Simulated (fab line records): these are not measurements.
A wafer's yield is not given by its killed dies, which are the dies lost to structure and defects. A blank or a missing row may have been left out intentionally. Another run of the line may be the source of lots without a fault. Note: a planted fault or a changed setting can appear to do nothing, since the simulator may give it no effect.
Which of the tools did it? + flow n5 finfet + 27 wafers from 9 lots sampled at 5 of the route's 1938 steps

== WHAT THE GAUGES SHOWED, per wafer ==
N5_BEOL_M4_RC_MEAS_101.
| lot  | measured     | on        | DIBL_N (mV/V)  |
|------|--------------|-----------|----------------|
| L434 | day 9 01:08  | prober-01 | 37.5 38.1 38.2 |
| L438 | day 9 16:22  | prober-02 | 36.9 37.0 35.6 |
| L439 | day 9 23:01  | prober-01 | 35.5 38.1 35.7 |
| L440 | day 10 08:52 | prober-01 | 39.4 35.7 37.3 |
| L446 | day 11 22:40 | prober-02 | 34.6 34.3 36.5 |
| L448 | day 12 02:19 | prober-02 | 33.4 36.1 36.3 |
| L452 | day 13 19:29 | prober-01 | 33.9 34.3 34.3 |
| L453 | day 13 16:11 | prober-01 | 38.4 35.0 35.9 |
| L455 | day 14 04:17 | prober-01 | 36.0 34.9 35.7 |

== EACH LOT AND THE TOOL THAT RAN IT (in order: tool; ch and the chambers of the sampled wafers; start) ==
| lot  | N5_SD_EPI_N_VAPOR_ETCH_50      | N5_SD_EPI_P_ETCH_36               | N5_SD_EPI_P_ETCH_47               | N5_SD_EPI_P_SD_RECESS_17        |
|------|--------------------------------|-----------------------------------|-----------------------------------|---------------------------------|
| L434 | epi rpcvd-03 ch 0, day 3 06:32 | rie diel-06 ch 0,1,2, day 3 09:46 | rie diel-06 ch 0,1,2, day 3 10:15 | rie si-02 ch 1,2,3, day 3 10:25 |
| L438 | epi rpcvd-01 ch 0, day 4 07:16 | rie diel-02 ch 1,2,3, day 4 10:14 | rie diel-02 ch 1,2,3, day 4 10:43 | rie si-02 ch 0,2,3, day 4 10:53 |
| L439 | epi rpcvd-04 ch 0, day 4 14:40 | rie diel-05 ch 0,3, day 4 18:07   | rie diel-05 ch 0,3, day 4 18:35   | rie si-05 ch 0,3, day 4 18:46   |
| L440 | epi rpcvd-04 ch 0, day 4 20:27 | rie diel-05 ch 0,2, day 5 00:32   | rie diel-05 ch 0,2, day 5 01:01   | rie si-04 ch 1,2, day 5 01:11   |
| L446 | epi rpcvd-01 ch 0, day 6 08:36 | rie diel-05 ch 0,1,2, day 6 12:18 | rie diel-05 ch 0,1,2, day 6 12:47 | rie si-05 ch 0,2,3, day 6 12:57 |
| L448 | epi rpcvd-01 ch 0, day 6 21:50 | rie diel-05 ch 0,1,3, day 7 01:26 | rie diel-05 ch 0,1,3, day 7 01:55 | rie si-04 ch 0,2,3, day 7 02:05 |
| L452 | epi rpcvd-04 ch 0, day 7 23:58 | rie diel-02 ch 0,1,3, day 8 02:47 | rie diel-02 ch 0,1,3, day 8 03:16 | rie si-05 ch 1,3, day 8 03:26   |
| L453 | epi rpcvd-03 ch 0, day 8 02:52 | rie diel-06 ch 0,2, day 8 05:50   | rie diel-06 ch 0,2, day 8 06:19   | rie si-05 ch 2,3, day 8 06:30   |
| L455 | epi rpcvd-04 ch 0, day 8 14:19 | rie diel-06 ch 0,2, day 8 18:02   | rie diel-06 ch 0,2, day 8 18:31   | rie si-05 ch 0,1,2, day 8 18:41 |
- N5_SD_EPI_N_VAPOR_ETCH_50: etches Si in HCl, time 54 s.
- N5_SD_EPI_P_ETCH_36: etches SiARC in CF4, target depth 45.5 nm, time 75.8 s.
- N5_SD_EPI_P_ETCH_47: etches SiOCN in CH3F/O2, target depth 25 nm.
- N5_SD_EPI_P_SD_RECESS_17: chemistry HBr/Cl2/O2, target depth 39.1 nm, bt time 3 s.

== THE ANSWER, worked out from the rows above alone ==
Rule: usual is defined by the lots themselves. The widest of any qualifying gaps counts: lots, ordered by their means at a reading, are off when they make up no more than a third of the lots, leave a main group of 4 or more, and stand apart from it by 3 or more times the standard deviation of that group's means. A main group whose means are all the same, to the digits that the tables above print for the reading, isn't used. A lot without any number at a reading at which 4 lots or more have one is off too. All remaining lots with rows at the step are treated as sound.
No lot is off at any reading shown: from this, nothing can be told.

== WHAT WAS PUT IN BY THE SIMULATOR ==
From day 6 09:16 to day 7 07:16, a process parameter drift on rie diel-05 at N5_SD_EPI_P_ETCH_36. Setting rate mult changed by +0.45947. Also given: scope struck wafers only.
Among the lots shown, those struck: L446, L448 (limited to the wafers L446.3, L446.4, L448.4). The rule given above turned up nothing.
